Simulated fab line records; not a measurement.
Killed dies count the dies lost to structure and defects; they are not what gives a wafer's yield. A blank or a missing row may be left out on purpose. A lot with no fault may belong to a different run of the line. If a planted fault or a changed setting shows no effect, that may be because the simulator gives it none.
fab line records	flow nand-harc	part 1 of 2: steps 1 to 4 of 6
record lots=23	wafers=69	last-day=34
route steps=1302 shown P_GATE@187 P_CONTACT@218 P_M0@267 P_M1@301
lots that met no fault: from a run of the same line without faults
start-h: hours from the record's opening day to when the first of the lot's shown wafers began	wait-h: time in hours since the lot's previous step	" as in the row above	L1.1+2: several wafers, shown together as one row	- no value, or no start was given	* or withheld: withheld	< > ~ a bound
route shown NAME@n: NAME is a module with steps in the file, n the number in the route of the first one	usual: mean/standard deviation taken from wafers without a fault	same: alike in all rows	chamber/n: place in a boat	sites: readings site by site	_std_site: standard deviation across them	_edge_site: the outer-site mean with the inner-site mean subtracted	radius-mm: how far each site lies from the wafer's centre	mask NAME#n: copy n	behind: the last tool/chamber to shape the wafer	hold: the reason the lot was held/the length of the hold in hours/how it ended	device: the n, p or np transistor that did not switch	end of line: the same wafers' tests at the end of the route	a step given without rows: its recipe and nothing more	killed: count of dies lost to structure and defects at first sort (not the wafer's yield)	map: a wafer's dies, marking killed ones x, the rest . and places with no die _
set.NAME: setting as actually run; set.NAME@STEP: the setting as run at that earlier step	model.NAME: the simulator's own value behind a step, which no gauge read
one table for each step of the route and one row for each wafer, over a sample of lots
services: when a tool's chamber went out of use (start-h, in hours from the record's first day, below 0 if earlier), for how many hours, and the reason
## steps
# step NHARC_P_GATE_DESCUM_61
# recipe time-s=3	o2-flow-sccm=200	ar-flow-sccm=0	bias-power-w=0	chemistry=O2
# usual drypump-motor-current-A=5.6/0.43	oes-product-au=1.006/0.018	rf-vpp-V=58.0/0.86	showerhead-plenum-p-Torr=1.95/0.072	throttle-valve-pct=11.310/0.0088
lot.wafer	tool	chamber	start-h	wait-h	drypump-motor-current-A	oes-product-au	rf-hours-counter-h	rf-vpp-V	showerhead-plenum-p-Torr	throttle-valve-pct
L074.1	rie-diel-08	2	116.72	-	5.3	1.005	3	56.7	1.94	11.315
L074.3	"	3	"	"	5.4	1.029	5	57.3	2.04	11.323
L074.6	"	2	"	"	5.2	1.015	-	56.8	1.94	11.303
L075.1	rie-diel-01	2	122.79	-	5.5	1.001	6	56.9	1.93	11.321
L075.2	"	3	"	"	5.8	1.022	6	57.6	1.97	11.303
L075.5	"	3	"	"	5.8	1.023	-	59.1	1.97	11.308
L076.2	rie-diel-02	0	138.22	-	5.7	0.996	3	58.8	1.82	11.311
L076.3	"	2	"	"	5.6	0.997	3	59.3	2.00	11.312
L076.5	"	2	"	"	5.7	0.980	-	58.0	2.00	11.313
L077.2	rie-diel-01	2	138.77	-	5.5	1.004	8	58.1	1.93	11.304
L077.3	"	0	"	"	5.8	1.010	7	57.3	2.04	11.288
L077.1	"	1	"	"	6.3	1.025	6	57.7	1.97	11.311
L079.3	rie-diel-01	2	160.14	-	5.5	1.010	9	59.1	1.93	11.304
L079.5	"	3	"	"	5.8	1.014	-	57.7	1.97	11.314
L079.6	"	0	"	"	5.8	1.003	-	57.9	2.04	11.308
L078.2	rie-diel-08	3	160.34	-	5.4	1.021	9	57.8	2.04	11.322
L078.6	"	2	"	"	5.2	1.010	-	58.7	1.94	11.312
L078.4	"	1	"	"	6.3	0.996	-	59.4	1.93	11.300
L080.1	rie-diel-01	1	171.23	-	6.4	1.019	8	59.6	1.97	11.313
L080.3	"	0	"	"	5.8	0.998	8	56.0	2.04	11.317
L080.6	"	1	"	"	6.3	1.025	-	58.2	1.97	11.300
L081.2	rie-diel-08	2	183.24	-	5.2	1.018	7	57.7	1.94	11.313
L081.4	"	3	"	"	5.4	1.018	10	56.6	2.04	11.331
L081.5	"	1	"	"	6.3	0.990	-	58.1	1.93	11.295
L082.2	rie-diel-08	0	190.03	-	5.1	1.012	10	59.9	1.97	11.299
L082.4	"	2	"	"	5.2	1.022	7	58.5	1.94	11.311
L082.6	"	0	"	"	5.1	1.006	-	57.9	1.97	11.327
L083.3	rie-diel-08	0	200.23	-	5.1	0.982	0	58.5	1.97	11.295
L083.1	"	1	"	"	6.3	0.987	0	59.1	1.93	11.313
L083.4	"	2	"	"	5.2	1.020	0	58.5	1.94	11.303
L084.3	rie-diel-02	3	211.69	-	5.9	1.001	8	57.7	1.78	11.309
L084.5	"	3	"	"	5.9	1.011	-	57.2	1.78	11.294
L084.6	"	1	"	"	5.4	0.995	-	56.2	1.80	11.304
L085.1	rie-diel-08	0	224.52	-	5.1	0.986	1	59.8	1.97	11.308
L085.5	"	2	"	"	5.2	1.034	-	58.6	1.94	11.313
L085.6	"	3	"	"	5.4	1.022	-	57.6	2.04	11.313
L086.1	rie-diel-08	3	230.28	-	5.4	1.019	3	56.9	2.04	11.332
L086.6	"	0	"	"	5.1	0.981	-	58.0	1.97	11.328
L086.5	"	1	"	"	6.4	1.010	-	57.0	1.93	11.307
L087.1	rie-diel-02	0	239.49	-	5.7	0.979	0	58.5	1.82	11.307
L087.3	"	1	"	"	5.3	1.001	0	58.1	1.80	11.308
L087.6	"	3	"	"	5.9	1.002	-	58.4	1.78	11.298
L088.4	rie-diel-08	1	255.99	-	6.3	1.010	4	57.9	1.93	11.312
L088.6	"	3	"	"	5.4	1.038	-	57.9	2.04	11.311
L088.5	"	0	"	"	5.1	0.980	-	58.0	1.97	11.300
L089.3	rie-diel-08	2	257.29	-	5.2	1.041	5	57.8	1.94	11.315
L089.6	"	2	"	"	5.2	1.031	-	56.7	1.94	11.319
L089.5	"	3	"	"	5.4	1.042	-	58.1	2.04	11.314
L090.3	rie-diel-01	1	279.58	-	6.3	1.017	4	58.1	1.97	11.312
L090.4	"	2	"	"	5.5	0.989	5	58.5	1.93	11.313
L090.2	"	3	"	"	5.8	1.001	5	58.3	1.97	11.298
L091.3	rie-diel-08	0	280.17	-	5.1	0.974	5	57.5	1.97	11.315
L091.6	"	3	"	"	5.4	1.025	-	58.2	2.04	11.317
L091.5	"	0	"	"	5.1	0.977	-	58.5	1.97	11.304
L093.1	rie-diel-08	0	302.39	-	5.1	0.986	7	56.9	1.97	11.308
L093.3	"	1	"	"	6.4	1.002	6	58.2	1.93	11.319
L093.6	"	1	"	"	6.4	1.001	-	58.0	1.93	11.310
L094.2	rie-diel-08	3	306.82	-	5.4	1.023	7	58.0	2.04	11.297
L094.4	"	1	"	"	6.3	1.006	7	57.4	1.93	11.313
L094.6	"	0	"	"	5.1	0.982	-	58.9	1.97	11.312
L095.3	rie-diel-08	1	330.64	-	6.3	0.995	9	58.2	1.93	11.313
L095.2	"	2	"	"	5.2	1.021	9	59.0	1.94	11.310
L095.5	"	2	"	"	5.2	1.033	-	57.7	1.94	11.312
L096.3	rie-diel-02	1	333.16	-	5.3	0.996	4	56.5	1.80	11.312
L096.2	"	3	"	"	5.8	1.010	4	56.5	1.78	11.302
L096.1	"	0	"	"	5.7	0.993	4	57.7	1.82	11.323
L097.4	rie-diel-08	2	344.28	-	5.3	1.036	9	58.2	1.94	11.308
L097.2	"	0	"	"	5.1	0.966	10	58.9	1.97	11.320
L097.6	"	1	"	"	6.4	1.001	-	57.2	1.93	11.317
# step NHARC_P_CONTACT_DEP_00
# recipe target-thk-a=5000	temp-c=400	pressure-torr=6.5	rf-w=900	teos-flow-sccm=161.4	flow-sccm=2650	target-thk-nm=500	gas=O2	material=SiO2
# usual heater-power-w=532/100	rf-fwd-power-W=897.9/2.8	throttle-valve-pct=15.9/0.45
lot.wafer	tool	chamber	start-h	wait-h	heater-power-w	rf-fwd-power-W	throttle-valve-pct
L074.3	pecvd-02	2	-	-	544	895.0	15.3
L074.1	"	0	"	"	579	898.6	16.0
L074.6	"	1	"	"	467	894.3	16.1
L075.1	pecvd-02	0	-	-	559	900.6	16.2
L075.2	"	1	"	"	447	899.8	16.0
L075.5	"	2	"	"	531	893.8	15.0
L076.2	pecvd-02	1	-	-	426	896.1	16.1
L076.3	"	2	"	"	570	899.5	15.0
L076.5	"	2	"	"	595	900.1	15.0
L077.3	pecvd-02	0	-	-	656	902.4	16.2
L077.2	"	1	"	"	487	894.9	15.8
L077.1	"	2	"	"	511	900.9	15.2
L079.3	pecvd-02	2	-	-	595	899.3	15.1
L079.5	"	2	"	"	616	900.3	15.1
L079.6	"	0	"	"	679	896.5	16.3
L078.2	pecvd-04	1	-	-	526	904.1	16.4
L078.4	"	1	"	"	542	898.1	15.9
L078.6	"	2	"	"	486	899.2	16.2
L080.3	pecvd-03	0	-	-	304	898.0	16.4
L080.1	"	1	"	"	693	897.4	16.0
L080.6	"	1	"	"	742	898.3	16.0
L081.2	pecvd-04	2	-	-	501	898.0	15.6
L081.4	"	0	"	"	429	896.0	16.2
L081.5	"	1	"	"	478	897.0	16.3
L082.2	pecvd-02	1	-	-	416	896.4	16.0
L082.4	"	2	"	"	586	898.4	15.1
L082.6	"	0	"	"	707	898.3	16.6
L083.3	pecvd-04	2	-	-	483	900.0	15.8
L083.1	"	0	"	"	538	893.1	16.1
L083.4	"	2	"	"	502	899.2	15.8
L084.3	pecvd-02	0	-	-	678	899.3	16.6
L084.5	"	1	"	"	504	900.3	15.7
L084.6	"	0	"	"	714	898.0	16.6
L085.1	pecvd-03	1	-	-	561	896.9	15.6
L085.5	"	1	"	"	623	899.2	15.8
L085.6	"	2	"	"	590	895.7	15.4
L086.1	pecvd-04	2	-	-	555	900.7	16.1
L086.5	"	1	"	"	523	894.4	16.4
L086.6	"	0	"	"	418	900.8	16.2
L087.1	pecvd-02	0	-	-	738	892.0	16.4
L087.3	"	1	"	"	388	891.1	15.4
L087.6	"	0	"	"	763	903.3	15.8
L088.5	pecvd-04	1	-	-	398	896.7	16.5
L088.4	"	2	"	"	541	896.4	16.0
L088.6	"	0	"	"	491	894.1	16.2
L089.3	pecvd-04	2	-	-	499	902.3	15.8
L089.5	"	0	"	"	501	896.9	16.4
L089.6	"	1	"	"	504	893.8	16.6
L090.2	pecvd-04	1	-	-	563	897.2	15.9
L090.3	"	0	"	"	553	900.2	16.5
L090.4	"	0	"	"	550	898.5	16.2
L091.3	pecvd-02	2	-	-	535	901.1	15.3
L091.5	"	2	"	"	578	897.8	15.5
L091.6	"	0	"	"	652	893.7	16.6
L093.3	pecvd-04	0	-	-	557	895.1	16.3
L093.1	"	1	"	"	579	902.6	15.8
L093.6	"	0	"	"	581	898.6	16.4
L094.2	pecvd-03	1	-	-	665	896.3	15.4
L094.4	"	0	"	"	331	893.7	16.1
L094.6	"	1	"	"	675	903.1	15.7
L095.3	pecvd-03	2	-	-	536	895.6	15.8
L095.2	"	0	"	"	278	896.6	16.1
L095.5	"	1	"	"	600	894.5	15.7
L096.3	pecvd-03	1	-	-	610	897.5	16.0
L096.2	"	2	"	"	547	899.8	15.5
L096.1	"	0	"	"	319	897.1	16.1
L097.2	pecvd-02	0	-	-	751	897.8	16.5
L097.6	"	0	"	"	576	896.3	16.4
L097.4	"	1	"	"	481	901.3	15.5
# step NHARC_P_M0_ETCH_34
# recipe target-depth-a=400	overetch-a=120	time-s=43.94	ion-energy-ev=200	n2-flow-sccm=150	h2-flow-sccm=150	ar-flow-sccm=0	rf-w=400	bias-w=150	chemistry=N2/H2
# usual drypump-motor-current-A=5.7/0.37	oes-product-au=1.000/0.014	rf-fwd-power-W=394.7/1.7	rf-vpp-V=428.7/2.9	showerhead-plenum-p-Torr=1.98/0.1	throttle-valve-pct=14.171/0.0094
lot.wafer	tool	chamber	start-h	wait-h	drypump-motor-current-A	oes-product-au	rf-fwd-power-W	rf-hours-counter-h	rf-vpp-V	showerhead-plenum-p-Torr	throttle-valve-pct
L074.1	rie-diel-05	0	127.13	0.1	6.0	1.005	398.0	11	426.0	1.89	14.161
L074.3	"	1	"	"	6.2	0.995	392.1	12	426.6	1.88	14.165
L074.6	"	3	"	"	5.4	0.996	394.5	-	428.6	2.01	14.153
L075.2	rie-diel-13	2	133.58	0.1	5.2	0.998	392.5	48	434.0	2.15	14.177
L075.1	"	3	"	"	5.2	1.001	396.5	50	434.9	2.20	14.169
L075.5	"	0	"	"	5.6	1.027	391.1	-	431.8	2.06	14.162
L076.2	rie-diel-04	2	148.79	0.1	5.6	1.006	395.3	40	427.8	1.92	14.189
L076.3	"	0	"	"	5.7	1.012	393.3	47	435.7	2.20	14.166
L076.5	"	3	"	"	6.2	1.016	396.6	-	429.1	1.97	14.174
L077.2	rie-diel-05	0	149.76	0.1	6.0	1.002	395.5	14	426.4	1.89	14.161
L077.1	"	2	"	"	5.1	0.979	395.6	15	426.8	1.92	14.176
L077.3	"	3	"	"	5.4	0.986	394.7	15	428.7	2.01	14.157
L079.3	rie-diel-05	3	170.59	0.1	5.4	0.993	393.0	19	431.2	2.01	14.184
L079.6	"	0	"	"	6.0	0.992	395.0	-	424.7	1.89	14.181
L079.5	"	1	"	"	6.2	0.977	391.3	-	426.1	1.88	14.163
L078.2	rie-diel-05	3	171.18	0.1	5.4	0.986	395.3	19	430.2	2.01	14.178
L078.4	"	0	"	"	6.0	1.009	394.9	19	424.9	1.89	14.162
L078.6	"	2	"	"	5.1	0.987	397.3	-	427.4	1.92	14.169
L080.3	rie-diel-05	2	181.91	0.1	5.1	0.975	394.4	21	426.4	1.92	14.174
L080.1	"	3	"	"	5.4	0.988	395.9	21	430.5	2.01	14.181
L080.6	"	1	"	"	6.2	0.998	393.6	-	424.2	1.88	14.184
L081.4	rie-diel-13	3	194.49	0.1	5.2	1.008	397.1	7	435.1	2.19	14.168
L081.2	"	0	"	"	5.7	0.999	391.9	6	430.4	2.06	14.163
L081.5	"	1	"	"	5.9	1.009	393.2	-	426.9	1.94	14.174
L082.2	rie-diel-04	3	200.59	0.1	6.2	0.988	398.3	3	429.7	1.96	14.175
L082.4	"	1	"	"	5.4	0.991	394.3	2	431.1	2.03	14.190
L082.6	"	2	"	"	5.6	0.979	394.1	-	427.6	1.92	14.171
L083.1	rie-diel-05	1	210.98	0.1	6.2	0.998	390.9	20	426.1	1.88	14.163
L083.3	"	2	"	"	5.2	0.995	396.3	25	425.3	1.91	14.181
L083.4	"	3	"	"	5.4	0.976	391.9	25	428.4	2.01	14.168
L084.3	rie-diel-04	3	222.24	0.2	6.2	1.005	394.7	10	428.6	1.96	14.170
L084.5	"	3	"	"	6.2	0.993	395.1	-	428.0	1.96	14.176
L084.6	"	0	"	"	5.7	1.019	395.2	-	434.2	2.19	14.171
L085.1	rie-diel-13	3	235.55	0.1	5.2	1.018	396.3	18	433.5	2.19	14.182
L085.6	"	1	"	"	5.9	1.011	392.5	-	427.0	1.93	14.170
L085.5	"	2	"	"	5.2	1.020	391.8	-	431.1	2.13	14.173
L086.1	rie-diel-04	1	240.77	0.1	5.4	0.991	395.3	13	431.1	2.03	14.174
L086.6	"	0	"	"	5.7	1.011	394.7	-	434.4	2.19	14.174
L086.5	"	1	"	"	5.4	0.996	395.8	-	429.7	2.03	14.168
L087.3	rie-diel-13	2	250.20	0.1	5.2	1.012	394.4	25	432.8	2.13	14.182
L087.1	"	3	"	"	5.2	0.993	395.5	22	434.2	2.19	14.174
L087.6	"	1	"	"	5.8	1.004	394.1	-	427.8	1.93	14.168
L088.4	rie-diel-04	1	266.62	0.1	5.4	1.001	395.4	20	430.4	2.03	14.179
L088.6	"	1	"	"	5.4	1.011	393.8	-	430.5	2.03	14.160
L088.5	"	2	"	"	5.6	0.988	394.9	-	425.4	1.91	14.174
L089.3	rie-diel-13	3	267.96	0.1	5.2	0.985	396.6	27	435.2	2.19	14.170
L089.6	"	2	"	"	5.2	1.010	392.9	-	434.3	2.13	14.164
L089.5	"	3	"	"	5.2	0.998	395.2	-	435.4	2.19	14.168
L090.3	rie-diel-05	0	290.01	0.1	6.0	0.978	396.5	12	426.6	1.88	14.175
L090.4	"	1	"	"	6.2	1.020	394.5	10	426.4	1.88	14.174
L090.2	"	3	"	"	5.4	1.008	393.5	11	429.3	2.00	14.167
L091.3	rie-diel-05	1	290.75	0.1	6.2	1.019	392.3	10	427.0	1.88	14.185
L091.5	"	0	"	"	6.0	0.984	397.2	-	427.0	1.88	14.176
L091.6	"	3	"	"	5.4	1.018	393.4	-	429.8	2.00	14.168
L093.3	rie-diel-05	0	313.15	0.1	6.0	0.979	395.8	16	426.0	1.88	14.168
L093.1	"	2	"	"	5.1	0.983	395.3	11	427.0	1.91	14.166
L093.6	"	0	"	"	6.0	0.985	396.1	-	426.5	1.88	14.186
L094.2	rie-diel-05	3	317.52	0.1	5.4	1.018	395.2	16	429.5	2.00	14.182
L094.4	"	1	"	"	6.2	1.025	393.6	14	426.0	1.87	14.164
L094.6	"	3	"	"	5.4	1.014	393.8	-	429.4	2.00	14.176
L095.3	rie-diel-05	0	341.16	0.1	6.0	0.975	396.2	21	424.9	1.88	14.177
L095.2	"	1	"	"	6.2	1.018	394.5	18	425.7	1.87	14.177
L095.5	"	3	"	"	5.4	1.019	394.8	-	429.2	2.00	14.154
L096.1	rie-diel-05	0	343.91	0.1	6.0	0.991	397.5	21	425.8	1.88	14.163
L096.2	"	1	"	"	6.2	1.026	392.8	18	425.8	1.87	14.191
L096.3	"	2	"	"	5.1	0.993	394.2	16	427.0	1.91	14.171
L097.2	rie-diel-04	1	354.94	0.1	5.4	1.006	394.9	57	430.4	2.01	14.175
L097.4	"	1	"	"	5.4	1.001	395.5	-	430.1	2.02	14.173
L097.6	"	2	"	"	5.6	0.978	395.1	-	426.1	1.90	14.156
# step NHARC_P_M0_ETCH_15
# recipe target-depth-a=1500	overetch-a=150	time-s=82.5	c4f8-flow-sccm=withheld	ar-flow-sccm=400	rf-w=600	bias-w=300	chemistry=C4F8/Ar
# usual oes-product-au=0.955/0.021	rf-fwd-power-W=595.3/2.2	rf-vpp-V=439/3.1
lot.wafer	tool	chamber	start-h	wait-h	oes-product-au	rf-fwd-power-W	rf-hours-counter-h	rf-vpp-V
L074.3	rie-diel-05	0	-	-	0.979	597.0	11	437
L074.1	"	2	"	"	0.945	593.1	12	437
L074.6	"	1	"	"	0.974	589.2	-	436
L075.1	rie-diel-13	1	-	-	0.936	593.9	48	438
L075.2	"	2	"	"	0.922	593.8	48	443
L075.5	"	2	"	"	0.911	591.8	-	444
L076.3	rie-diel-04	2	-	-	0.943	591.7	40	437
L076.2	"	0	"	"	0.947	595.7	47	446
L076.5	"	3	"	"	0.942	597.8	-	437
L077.1	rie-diel-05	2	-	-	0.943	597.5	15	436
L077.3	"	3	"	"	0.952	596.7	15	440
L077.2	"	0	"	"	0.950	597.1	14	435
L079.3	rie-diel-05	2	-	-	0.947	597.7	19	438
L079.6	"	2	"	"	0.942	595.7	-	438
L079.5	"	3	"	"	0.947	590.8	-	439
L078.4	rie-diel-05	3	-	-	0.947	593.5	19	441
L078.2	"	2	"	"	0.945	595.3	19	438
L078.6	"	0	"	"	0.965	599.3	-	437
L080.1	rie-diel-05	1	-	-	0.969	593.9	19	435
L080.3	"	0	"	"	0.944	597.0	21	437
L080.6	"	1	"	"	0.966	592.7	-	437
L081.4	rie-diel-13	0	-	-	0.967	589.9	6	442
L081.2	"	2	"	"	0.973	595.0	9	444
L081.5	"	3	"	"	0.979	598.3	-	444
L082.2	rie-diel-04	3	-	-	0.957	594.8	3	438
L082.4	"	0	"	"	1.000	594.9	3	444
L082.6	"	2	"	"	0.948	597.7	-	438
L083.3	rie-diel-05	0	-	-	0.928	598.6	25	436
L083.1	"	1	"	"	0.932	592.1	20	434
L083.4	"	3	"	"	0.930	593.4	25	440
L084.3	rie-diel-04	3	-	-	0.967	598.3	10	439
L084.6	"	3	"	"	0.968	595.6	-	439
L084.5	"	0	"	"	0.970	593.5	-	445
L085.1	rie-diel-13	3	-	-	0.983	594.8	18	445
L085.6	"	3	"	"	0.982	598.5	-	445
L085.5	"	0	"	"	0.994	593.5	-	441
L086.1	rie-diel-04	0	-	-	0.977	598.9	15	446
L086.6	"	2	"	"	0.954	594.4	-	438
L086.5	"	3	"	"	0.947	596.9	-	438
L087.3	rie-diel-13	3	-	-	0.981	596.3	22	445
L087.1	"	1	"	"	0.972	593.4	24	438
L087.6	"	3	"	"	0.986	600.3	-	445
L088.4	rie-diel-04	2	-	-	0.947	593.7	22	437
L088.6	"	2	"	"	0.956	593.0	-	437
L088.5	"	3	"	"	0.955	594.7	-	439
L089.3	rie-diel-13	3	-	-	0.930	594.2	27	444
L089.6	"	2	"	"	0.932	593.1	-	441
L089.5	"	3	"	"	0.928	596.1	-	445
L090.2	rie-diel-05	2	-	-	0.960	593.7	8	438
L090.3	"	3	"	"	0.970	595.9	11	439
L090.4	"	0	"	"	0.959	597.6	12	436
L091.3	rie-diel-05	1	-	-	0.982	596.5	10	435
L091.6	"	3	"	"	0.972	593.9	-	439
L091.5	"	1	"	"	0.992	595.3	-	437
L093.1	rie-diel-05	3	-	-	0.931	593.6	14	439
L093.3	"	0	"	"	0.915	596.6	16	435
L093.6	"	0	"	"	0.913	596.0	-	435
L094.2	rie-diel-05	2	-	-	0.963	598.6	12	435
L094.4	"	3	"	"	0.980	593.2	16	440
L094.6	"	1	"	"	0.995	594.5	-	436
L095.3	rie-diel-05	2	-	-	0.934	597.7	16	438
L095.2	"	3	"	"	0.972	596.9	18	439
L095.5	"	1	"	"	0.971	593.8	-	436
L096.2	rie-diel-05	1	-	-	0.969	592.8	18	437
L096.1	"	2	"	"	0.964	593.5	16	438
L096.3	"	0	"	"	0.936	597.6	21	435
L097.2	rie-diel-04	1	355.06	0.1	0.954	597.2	57	441
L097.4	"	2	"	"	0.936	596.2	-	437
L097.6	"	1	"	"	0.948	596.1	-	440
